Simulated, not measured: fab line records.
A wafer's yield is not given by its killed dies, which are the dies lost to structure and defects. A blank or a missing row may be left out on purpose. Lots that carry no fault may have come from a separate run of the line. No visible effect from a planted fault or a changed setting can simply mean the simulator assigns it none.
Chamber matching	flow nand_harc	4 sister chambers for NHARC_A_DECK1_JOINT_ETCHBACK_00 on rie_si-05
The step etches the open film in HBr, target depth 30 nm, time 17.4 s. 8 wafers are shown with their chamber, then 7 later ones without.

WAFERS PAIRED WITH THEIR CHAMBERS
wafer	chamber	drypump_motor_current_A (A)	oes_product_au (a.u.)
L301.4	2	6.3	1.012
L307.3	2	6.3	0.993
L307.4	1	5.0	0.975
L308.2	0	6.4	1.004
L308.4	1	5.0	0.965
L308.5	0	6.3	1.017
L310.6	3	6.1	0.996
L311.1	3	6.1	1.014

WAFERS WITH NO CHAMBER GIVEN
wafer	drypump_motor_current_A (A)	oes_product_au (a.u.)
L311.6	6.3	0.996
L319.1	6.3	1.011
L319.4	5.0	0.986
L319.6	6.2	0.992
L322.1	6.3	0.978
L322.4	6.2	1.001
L322.6	6.2	0.989

THE CHAMBER EACH PASSED THROUGH
wafer	from the rows above	in truth
L311.6	can't be placed: 2 or 0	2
L319.1	can't be placed: 2 or 0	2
L319.4	1	1
L319.6	can't be placed: 2 or 3 or 0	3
L322.1	can't be placed: 2 or 0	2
L322.4	can't be placed: 2 or 3 or 0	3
L322.6	can't be placed: 2 or 3 or 0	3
1 of 7 placed correctly. From these rows, 6 cannot be placed; in 6 the true chamber is one of the candidates. Placed wrongly: 0.
How it was worked out, from the rows above alone: a wafer's distance from a chamber is the root of the sum, over the readings, of the square of ((its reading less the chamber's mean) divided by the reading's scatter). The wafer belongs to the nearest chamber; if the next one is less than 2 further off, it can't be placed. The mean given for a chamber averages the wafers shown for that chamber. How the scatter is found: for the shown wafers, subtract from each reading the mean of its chamber, square and add these, divide the total by (wafers less chambers), then take the root.
